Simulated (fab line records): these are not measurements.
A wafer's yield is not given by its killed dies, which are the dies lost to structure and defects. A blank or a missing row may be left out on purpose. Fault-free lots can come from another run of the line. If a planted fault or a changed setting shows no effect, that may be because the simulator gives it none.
Problem report, 8D (eight disciplines) form, completed by code | flow n5_finfet | the parts of the form that need people (team, actions taken, sign-off) are left out

## 1. WHAT IS WRONG
Mean M2_OVL at N5_BEOL_M2_OVL_MEAS_12: 7.2 nm over 6 wafers in 2 lots; fault-free wafers: 0.1 nm, standard deviation 0.72. Relative to the usual mean, that is a shift of +9.9 standard deviations.
Seen first at day 10 22:08 on overlay-02, wafer L492.2. Wafers with a number at this step in the record: 27, from 9 lots. Rule for "out", or "out of limits": more than 4 standard deviations from the usual mean. All remaining wafers that have a number are taken as sound.

## 2. WHAT THIS IS AND IS NOT
question                    | is                     | is not
which readings at this step | M2_OVL                 | -
which lots                  | L492, L493             | L474, L475, L481, L483, L484, L488, L497
which wafers of those lots  | all that have a number | -
read on which gauges        | overlay-01, overlay-02 | -
when                        | from day 10 22:08      | up to then (18 sound wafers); but 3 sound wafers of L497 came after

## 3. WHAT RULES OUT EACH SUSPECT
Counting: a tool at any process step up to the reading remains a suspect when it ran all the lots that are out and ran no sound lot after the first of those.
- the gauge at N5_BEOL_M2_OVL_MEAS_12: ruled out. The wafers that are out were read on 2 gauges (overlay-01, overlay-02).
- euv_scanner-02 at N5_BEOL_M2_EXPOSE_08 (exposes mask M2): kept. Every lot that is out went through it, starting with L492 (day 10 21:58), and after that it ran no sound lot; the last sound lot it ran before then is L488 (day 10 00:39).
Left after counting: euv_scanner-02 at N5_BEOL_M2_EXPOSE_08.

## 4. THE CAUSE (what the simulator had put in)
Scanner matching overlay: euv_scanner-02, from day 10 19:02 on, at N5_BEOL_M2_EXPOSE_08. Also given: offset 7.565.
Counting left only this tool.

## 5. THE EFFECT CHAIN, in route order
Each row: a reading whose mean over the struck wafers that have a number lies more than 3 standard deviations from the usual. Only readings for which the record gives a usual standard deviation are gone through. hours: the time from each lot's start at the first step in this table that gives one to its start at this step, as a median over the lots. sigmas: the change in usual standard deviations.
hours | step                   | reading | usual  | on struck wafers | change | sigmas
0     | N5_BEOL_M2_OVL_MEAS_12 | M2_OVL  | 0.1 nm | 7.2              | +7.1   | +9.9
At these later measuring or inspecting steps, every struck wafer for which the step has a row has a number for every such reading, and none has moved that far: N5_BEOL_M2_INSPECT_13, N5_BEOL_M4_RC_MEAS_101.

## 6. HOW IT WOULD HAVE BEEN CAUGHT EARLIER
3 hours passed between the start of the fault at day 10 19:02 and the first reading out of limits at a measuring or inspecting step in this record, taken at day 10 22:08.
Lots out: 2; of these, L493 started N5_BEOL_M2_EXPOSE_08 on euv_scanner-02 after day 10 22:08. Had the tool been put on hold then, it would have been spared.
